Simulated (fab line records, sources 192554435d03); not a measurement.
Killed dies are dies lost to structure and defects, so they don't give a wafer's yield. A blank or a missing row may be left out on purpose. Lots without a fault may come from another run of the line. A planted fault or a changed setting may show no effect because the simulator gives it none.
Chamber matching | flow n5_finfet | N5_BEOL_M9_STRIP_19 on rie_diel-01: 4 sister chambers
The step strips in O2. 4 wafers are shown with their chamber, then 9 later ones without.

WAFERS WITH THEIR CHAMBER
wafer  | chamber | drypump_motor_current_A (A)
L075.3 | 2       | 5.8
L089.4 | 1       | 5.5
L090.4 | 0       | 5.3
L090.5 | 3       | 5.2

WAFERS WITHOUT THEIR CHAMBER
wafer  | drypump_motor_current_A (A)
L093.1 | 5.3
L093.3 | 5.2
L093.4 | 5.5
L094.2 | 5.2
L094.3 | 5.3
L094.5 | 5.2
L096.4 | 5.2
L096.5 | 5.9
L096.6 | 5.2

WHICH CHAMBER EACH WENT THROUGH
wafer  | from the rows above | in truth
L093.1 | 0                   | 0
L093.3 | 3                   | 3
L093.4 | 1                   | 1
L094.2 | 3                   | 3
L094.3 | 0                   | 0
L094.5 | 3                   | 3
L096.4 | 3                   | 3
L096.5 | 2                   | 2
L096.6 | 3                   | 3
Placed correctly: 9 of 9. Can't be placed from these rows: 0. Placed wrongly: 0.
How it was worked out, from the rows above alone: a wafer's distance from a chamber is the root of the sum, over the readings, of the square of ((its reading less the chamber's mean) divided by the reading's scatter). The wafer belongs to the nearest chamber; if the next one is less than 2 further off, it can't be placed. A chamber's mean is the mean of its shown wafers. The scatter: with one shown wafer a chamber, the root of the mean of the squares of how far each hidden wafer lies from its nearest shown one.
